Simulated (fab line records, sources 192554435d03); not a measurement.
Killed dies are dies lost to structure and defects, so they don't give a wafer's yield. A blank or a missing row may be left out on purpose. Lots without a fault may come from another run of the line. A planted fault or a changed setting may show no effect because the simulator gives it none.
Problem report in the 8D (eight disciplines) form, filled by code | flow n5_finfet | the parts of the form that need people (team, actions taken, sign-off) are left out

1. THE PROBLEM
run_length_s at N5_BEOL_M2_CO_CAP_55 reads a mean of 89.3 s on 2 wafers of 2 lots; wafers without a fault read 125.4 s with a standard deviation of 0.6. That is -60 standard deviations from the usual mean.
The step: material Co, precursor CCTBA/H2, target thk 2 nm, time 102.1 s.
First seen on wafer L696.4, day 10 06:08, on cvd_co-01. The record holds 29 wafers of 10 lots with a number at this step. Rule for "out", or "out of limits": more than 4 standard deviations from the usual mean. The other wafers with a number count as sound.

2. WHAT IT IS AND WHAT IT IS NOT
question                    | is                | is not
which readings at this step | run_length_s      | heater_power_w
which lots                  | L696, L697        | L684, L686, L687, L688, L690, L692, L693, L704
which wafers of those lots  | L696.4, L697.5    | L696.1, L696.3, L697.2
read on which tools         | cvd_co-01         | cvd_co-02
when                        | from day 10 06:08 | up to then (23 sound wafers); but 4 sound wafers of L697, L704 came after

3. SUSPECTS, AND WHAT RULES EACH OUT
Counting: a tool at a process step up to the reading stays a suspect if it ran every lot that is out. Sound lots after the first of them don't rule it out here, since some wafers of a struck lot are sound.
- cvd_co-01 at N5_BEOL_M2_CO_CAP_55 (material Co, precursor CCTBA/H2, target thk 2 nm, time 102.1 s): kept. It ran every lot that is out, first L696 (day 10 06:08); its last sound lot up to then is L693 (day 9 17:23). Its own readings are out on those wafers: run_length_s.
Left after counting: cvd_co-01 at N5_BEOL_M2_CO_CAP_55.

4. THE CAUSE (what the simulator had put in)
Process parameter drift: cvd_co-01, from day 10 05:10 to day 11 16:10, at N5_BEOL_M2_CO_CAP_55. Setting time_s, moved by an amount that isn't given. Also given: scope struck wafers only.
Counting left only this tool.

5. THE CHAIN OF EFFECTS, in route order
Each row: a reading whose mean over the struck wafers that have a number lies more than 3 standard deviations from the usual. Only readings for which the record gives a usual standard deviation are gone through. hours: the time from each lot's start at the first step in this table that gives one to its start at this step, as a median over the lots. sigmas: the change in usual standard deviations.
hours | step                 | reading      | usual   | on struck wafers | change | sigmas
0     | N5_BEOL_M2_CO_CAP_55 | run_length_s | 125.4 s | 89.3             | -36.1  | -60
The process steps in it:
- N5_BEOL_M2_CO_CAP_55: material Co, precursor CCTBA/H2, target thk 2 nm, time 102.1 s.
Later measuring or inspecting steps at which every struck wafer that the step has a row for has a number for every such reading, and none has moved that far: N5_BEOL_M2_RS_MEAS_58, N5_BEOL_M2_INSPECT_59, N5_BEOL_M4_RC_MEAS_101.

6. WHAT WOULD HAVE CAUGHT IT SOONER
In this record the first reading out of limits was taken at day 10 06:08, 1 hour after the fault began at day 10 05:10.
